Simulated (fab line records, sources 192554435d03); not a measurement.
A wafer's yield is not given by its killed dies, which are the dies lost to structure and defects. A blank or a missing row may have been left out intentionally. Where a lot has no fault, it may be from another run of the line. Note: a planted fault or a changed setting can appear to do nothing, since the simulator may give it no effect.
Split-lot study | flow n5_finfet | 21 wafers read from 7 lots, route of 1938 steps

ABOUT THE SPLIT
At N5_GATE_CUT_EXPOSE_10 (exposes mask GATE CUT, target cd 20 nm), the setting dose_mj was moved away from the recipe's 43.25 on 6 of the 21 wafers read, by +4.3% to +7.4%. All remaining wafers had this setting at the recipe value.

FROM THE SPLIT TO THE READING: what the file shows between them, 2 steps
- N5_GATE_CUT_PEB_11: peb time 60 s
- N5_GATE_CUT_DEVELOP_12: develop time 30 s

THE READING
At N5_GATE_CUT_CD_MEAS_13: cd_nm in nanometres, against a target cd of 20 nm. A value of 20.04 nm with a standard deviation of 0.27 nm is what fault-free wafers of this fab line usually give.

wafer  | tool, chamber at the split | dose_mj as run | against the recipe | cd_nm, nm | against lot-mates on the recipe
L074.1 | euv_scanner-01, 0          | 46.3           | +7.1%              | 21.66     | +1.77
L074.3 | euv_scanner-01, 0          | 46.3           | +7.1%              | 21.28     | +1.39
L074.6 | euv_scanner-01, 0          | 43.25          | recipe             | 19.89     | -
L080.2 | euv_scanner-02, 0          | 43.25          | recipe             | 19.71     | -
L080.3 | euv_scanner-02, 0          | 43.25          | recipe             | 20.13     | -
L080.5 | euv_scanner-02, 0          | 43.25          | recipe             | 20.07     | -
L089.2 | euv_scanner-02, 0          | 43.25          | recipe             | 20.17     | -
L089.4 | euv_scanner-02, 0          | 43.25          | recipe             | 19.83     | -
L089.6 | euv_scanner-02, 0          | 43.25          | recipe             | 20.16     | -
L091.3 | euv_scanner-02, 0          | 43.25          | recipe             | 19.68     | -
L091.4 | euv_scanner-02, 0          | 43.25          | recipe             | 19.90     | -
L091.5 | euv_scanner-02, 0          | 46.44          | +7.4%              | 21.17     | +1.38
L092.3 | euv_scanner-02, 0          | 43.25          | recipe             | 20.13     | -
L092.4 | euv_scanner-02, 0          | 43.25          | recipe             | 19.86     | -
L092.6 | euv_scanner-02, 0          | 43.25          | recipe             | 19.74     | -
L093.1 | euv_scanner-01, 0          | 43.25          | recipe             | 19.87     | -
L093.4 | euv_scanner-01, 0          | 45.25          | +4.6%              | 21.24     | +1.37
L093.5 | euv_scanner-01, 0          | 45.25          | +4.6%              | 21.12     | +1.25
L097.1 | euv_scanner-01, 0          | 45.1           | +4.3%              | 20.67     | +1.08
L097.4 | euv_scanner-01, 0          | 43.25          | recipe             | 19.54     | -
L097.5 | euv_scanner-01, 0          | 43.25          | recipe             | 19.64     | -

FIT RESULTS
A straight line over all 21 wafers: cd_nm changes by +0.217 nm for each +1% of dose_mj; r = +0.94; the points scatter about the line by 0.22 nm.
The same after taking each lot's own level away (the mean of its wafers on the recipe; 21 wafers): +0.226 nm for each +1%; r = +0.96; scatter 0.18 nm.
According to that fit, moving dose_mj by its largest amount changes the reading by 1.7 nm.
From 19.590 to 20.053 nm: that is the span of the lots' own levels, equal to 1.7 times the standard deviation above.
So the lot-to-lot level changes the slope little: the two slopes agree.
Check: with one of the wafers moved furthest among these (+7.4%) left out of the fit, the line predicts +1.79 nm for it against its lot-mates. It came out at +1.38 nm against them.

FURTHER SPLITS ON THESE WAFERS
Other splits were also applied to these wafers ahead of the reading. Each is held against what the fit with the lots' levels taken away leaves over:
other split on the same wafers | wafers away from the commonest value | r with cd_nm (lot level and that fit taken away)
N5_DUMMY_GATE_ETCH_32 time_s   | 4                                    | -0.07
N5_SD_EPI_P_PEB_07 peb_time_s  | 8                                    | +0.47
N5_SDB_ETCH_18 time_s          | 9                                    | +0.38
N5_SDB_ALD_29 ald_cycles       | 10                                   | +0.02
N5_HKMG_FIN_COAT_06 spin_rpm   | 7                                    | +0.11
N5_HKMG_FIN_DESCUM_17 time_s   | 9                                    | -0.34

THE FILE'S OWN FIT
cd_nm changes by +0.222 nm for each +1% of dose_mj, r = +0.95.
